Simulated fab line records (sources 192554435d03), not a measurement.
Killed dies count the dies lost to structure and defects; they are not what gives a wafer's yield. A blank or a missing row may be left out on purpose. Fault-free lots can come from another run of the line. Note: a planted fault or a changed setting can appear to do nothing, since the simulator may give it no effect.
Comparing a struck lot with a sound one | flow n5_finfet | 16 out of 1938 route steps
Sound: wafers L851.2, L851.4, L851.5. Wafers struck: L859.4, L859.5, L859.6. At the end, the cause is stated.
Order at every step that has rows: each side's tool, ch and its chambers, its first start. Under that, the readings that differ: sound wafers | struck wafers | difference of the means | sigmas: that difference in standard deviations of wafers without a fault.
alike: a reading whose means differ by less than 2 such deviations, as well as words and numbers matching on both sides. not compared: withheld readings; readings where some wafer has no value; bounds like >300 that might hide an equal value; numbers whose values overlap and for which the record gives no deviation.
The two part at a step that has a row with sigmas, a row that says differs or no value, or rows on one side only. Numbers that don't overlap but have no deviation are shown without sigmas and don't part them. Lack of a reading on every wafer of one side parts them only where that side has two or more wafers.

first, 1 step without rows for these wafers: N5_BEOL_M0_SAQP_SRD_93 (time 30 s).
N5_BEOL_M0_SAQP_RECESS_114: chemistry HF/NH3, target SiO2, target depth 14.4 nm, afs cycles 3, sublimation time 60 s.
  sound on vapor_etch-02 ch 0,1, day 7 05:53; struck on vapor_etch-01 ch 0,1, day 9 04:25
  alike: drypump_motor_current_A
then, 1 step without rows for these wafers: N5_BEOL_M0_SAQP_SPACER1_ALD_98 (deposits SiO2, target thk 12.8 nm, pulse time 1 s, purge time 2 s).
N5_BEOL_M0_SAQP_SPACER1_ETCHBACK_99: etches SiO2 in CHF3/O2, target depth 15.4 nm, time 7.7 s.
  sound on rie_diel-03 ch 1,2,3, day 7 07:07; struck on rie_diel-05 ch 1,2,3, day 9 05:11
  alike: CHF3_flow_sccm, O2_flow_sccm, drypump_motor_current_A, oes_o_777_au, oes_product_au, rf_vpp_V, showerhead_plenum_p_Torr, throttle_valve_pct
  not compared: rf_hours_counter_h
N5_BEOL_M0_SAQP_MANDREL1_REMOVE_100: chemistry HBr/Cl2/O2, target a-Si, stops on SiNx, bt time 10 s.
  sound on rie_si-01 ch 0,3, day 7 07:13; struck on rie_si-01 ch 1,2, day 9 05:14
  alike: O2_flow_sccm, drypump_motor_current_A, mfc_cl2_sccm, oes_o_777_au, oes_product_au, throttle_valve_pct
  not compared: rf_hours_counter_h
N5_BEOL_M0_SAQP_CD_MEAS_25: target cd 13.1 nm.
  sound on cd_sem-01 ch 0, day 7 07:20; struck on cd_sem-03 ch 0, day 9 05:21
  alike: cd_nm
N5_BEOL_M0_SAQP_ETCH_101: etches SiNx in CH3F/O2, target depth 29.9 nm, time 42.7 s.
  sound on rie_diel-06 ch 0,1,3, day 7 07:22; struck on rie_diel-05 ch 1,2,3, day 9 05:27
  alike: O2_flow_sccm, bias_w, drypump_motor_current_A, oes_o_777_au, oes_product_au, rf_vpp_V, showerhead_plenum_p_Torr, throttle_valve_pct
  not compared: rf_hours_counter_h
then, 2 steps without rows for these wafers: N5_BEOL_M0_SAQP_ETCH_102 (etches SiO2 in CF4, target depth 4 nm, time 4.4 s); N5_BEOL_M0_SAQP_MANDREL_ETCH_103 (etches a-Si in HBr/Cl2, stops on SiCN, target depth 45 nm, bt time 10 s, time 27 s).
N5_BEOL_M0_SAQP_RECESS_104: chemistry HF/NH3, target SiO2, target depth 18 nm, afs cycles 3, sublimation time 60 s.
  sound on vapor_etch-02 ch 0,1, day 7 07:35; struck on vapor_etch-01 ch 0,1, day 9 05:45
  alike: drypump_motor_current_A
then, 2 steps without rows for these wafers: N5_BEOL_M0_SAQP_COAT_105 (time 60 s, resist thk 100 nm); N5_BEOL_M0_SAQP_ETCH_106 (etches SOC in N2/H2, stops on SiNx, target depth 150 nm).
N5_BEOL_M0_SAQP_ETCH_107: etches SiNx in CH3F/O2, target depth 30 nm.
  sound on rie_diel-05 ch 0,1,3, day 7 08:06; struck on rie_diel-05 ch 1,2,3, day 9 06:13
  reading                                  | sound             | struck            | difference | sigmas
  bias_w (W)                               | 73.01 72.71 72.99 | 59.00 58.81 58.72 | -14.06     | -64
  rf_vpp_V (V)                             | 298 298 295       | 250 253 247       | -47        | -10
  model.BEOL_M0_SAQP.feature_depth_nm (nm) | 30.6 30.4 29.4    | 28.6 28.2 29      | -1.5       |
  alike: O2_flow_sccm, drypump_motor_current_A, oes_o_777_au, oes_product_au, showerhead_plenum_p_Torr, throttle_valve_pct
  not compared: rf_hours_counter_h
then, 1 step without rows for these wafers: N5_BEOL_M0_SAQP_STRIP_108 (strips in N2/H2).
-- record jumps: 3 days separate the struck wafers' starts on either side; left off in module BEOL_M0_SAQP, taken up again in module BEOL_M4, whose first shown step is the route's number 1111 --
N5_BEOL_M4_RC_MEAS_101:
  sound on prober-02 ch 0, day 10 00:23; struck on prober-02 ch 0, day 11 21:13
  alike: DIBL_N, DIBL_P, IOFF_N, IOFF_P, ION_N, ION_P, SS_N, SS_P, VT_N, VT_P
N5_PASSIVATION_PROBE_49:
  the record holds rows for the sound wafers here (prober-01, day 14 11:22) but none for the struck ones

WHERE THEY PART
At N5_BEOL_M0_SAQP_ETCH_107 first; at N5_PASSIVATION_PROBE_49 last (within this record only).

WHY: whatever the simulator had introduced
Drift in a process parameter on rie_diel-05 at N5_BEOL_M0_SAQP_ETCH_107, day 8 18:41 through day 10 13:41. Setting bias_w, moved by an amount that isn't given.
